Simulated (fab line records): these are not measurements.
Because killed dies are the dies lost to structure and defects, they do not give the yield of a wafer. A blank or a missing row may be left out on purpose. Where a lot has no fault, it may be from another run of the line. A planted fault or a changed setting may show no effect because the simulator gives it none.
A lot that was struck, set against a sound lot	flow n5-finfet	16 steps out of a route of 1938
Sound: these wafers, L398.3, L398.4, L398.6. Wafers struck: L395.1, L395.5, L395.6. At the end, the cause is stated.
At each step with rows: each side's tool, then ch and its chambers, then its first start. Under that, the readings that differ: sound wafers	struck wafers	difference of the means	sigmas: that difference in standard deviations of wafers without a fault.
alike: same words and numbers on both sides, and readings whose means sit less than 2 such deviations apart. not compared: any withheld reading, any reading some wafer has no value for, any bound like >300 that may hide the same value, and any number with overlapping values for which the record gives no deviation.
The two part at a step that has a row with sigmas, a row that says differs or no value, or rows on one side only. When numbers do not overlap yet have no deviation, they are printed without sigmas and do not part them. Lack of a reading on every wafer of one side parts them only where that side has two or more wafers.

N5_BEOL_M2_CD_MEAS_35: target cd 18 nm, target cd y 22.2 nm.
  sound: cd-sem-01 at day 11 07:25; struck: cd-sem-01 at day 11 01:08
  alike: cd-nm
N5_BEOL_M2_DEGAS_44: time 60 s.
  sound: pvd-sputter-02 at day 11 07:33; struck: pvd-sputter-03 at day 11 01:25
reading	sound	struck	difference	sigmas
heater-power-w (W)	301 295 296	397 350 403	+86	+2
then, 1 step without rows for these wafers: N5_BEOL_M2_PRE_CLEAN_45 (time 30 s).
N5_BEOL_M2_ALD_84: deposits TaN, pulse time 2 s, purge time 3 s, co reactant purge time 2 s.
  sound on ald-metal-02 ch 1,2, day 11 07:39; struck on ald-metal-02 ch 0,1,2, day 11 01:31
  alike: chamber-pressure-Torr, heater-power-w, mfc-carrier-sccm, precursor-vessel-temp-c
N5_BEOL_M2_SURFACE_TREAT_85:
  sound: pvd-sputter-03 at day 11 07:53; struck: pvd-sputter-01 at day 11 01:46
  alike: ar-flow-sccm
  not compared: throttle-valve-pct
then, 5 steps without rows for these wafers: N5_BEOL_M2_CVD_47 (deposits Co from CCTBA/H2, target thk 3 nm, time 223.8 s); N5_BEOL_M2_SPUTTER_48 (material Cu, target thk 4.5 nm, time 8.29 s); N5_BEOL_M2_ANNEAL_49 (time 240 s); N5_BEOL_M2_SPUTTER_79 (material Cu, target thk 4.5 nm, time 8.29 s); N5_BEOL_M2_ANNEAL_80 (time 240 s).
N5_BEOL_M2_SPUTTER_81: material Cu, target thk 4.5 nm, time 8.29 s.
  sound: pvd-sputter-03 at day 11 08:35; struck: pvd-sputter-01 at day 11 02:38
  alike: chamber-pressure-pa, chuck-gas-flow-sccm, throttle-valve-pct
N5_BEOL_M2_ANNEAL_82: time 240 s.
  sound: pvd-sputter-03 at day 11 08:40; struck: pvd-sputter-01 at day 11 02:43
  alike: heater-power-w
N5_BEOL_M2_SPUTTER_86: material Cu, target thk 4.5 nm, time 8.29 s.
  sound: pvd-sputter-03 at day 11 08:48; struck: pvd-sputter-01 at day 11 02:51
  no value came back on the struck wafers for chamber-pressure-pa (Pa), chuck-gas-flow-sccm (sccm), throttle-valve-pct (%); on the sound wafers chamber-pressure-pa (Pa) reads 0.07011 0.07021 0.0697
then, 1 step without rows for these wafers: N5_BEOL_M2_ANNEAL_87 (time 240 s).
N5_BEOL_M4_RC_MEAS_101:
  sound on prober-01 ch 0, day 12 14:14; struck on prober-02 ch 0, day 12 08:45
reading	sound	struck	difference	sigmas
VT_N (mV)	251.9 255.5 253.1	245.7 249.1 246.6	-6.4	-2
  alike: DIBL_N, DIBL_P, IOFF_N, IOFF_P, ION_N, ION_P, SS_N, SS_P, VT_P
-- here the record skips 4 days between the struck wafers' starts before and after, leaving off in module BEOL_M4 and picking up in module PASSIVATION (first step shown: number 1936 of the route) --
N5_PASSIVATION_PROBE_49:
  record: rows for the struck wafers here (prober-02, day 16 14:44), none for the sound ones

## WHERE THEY PART
First at N5_BEOL_M2_DEGAS_44; last, within this record, at N5_PASSIVATION_PROBE_49.

WHY: whatever the simulator had introduced
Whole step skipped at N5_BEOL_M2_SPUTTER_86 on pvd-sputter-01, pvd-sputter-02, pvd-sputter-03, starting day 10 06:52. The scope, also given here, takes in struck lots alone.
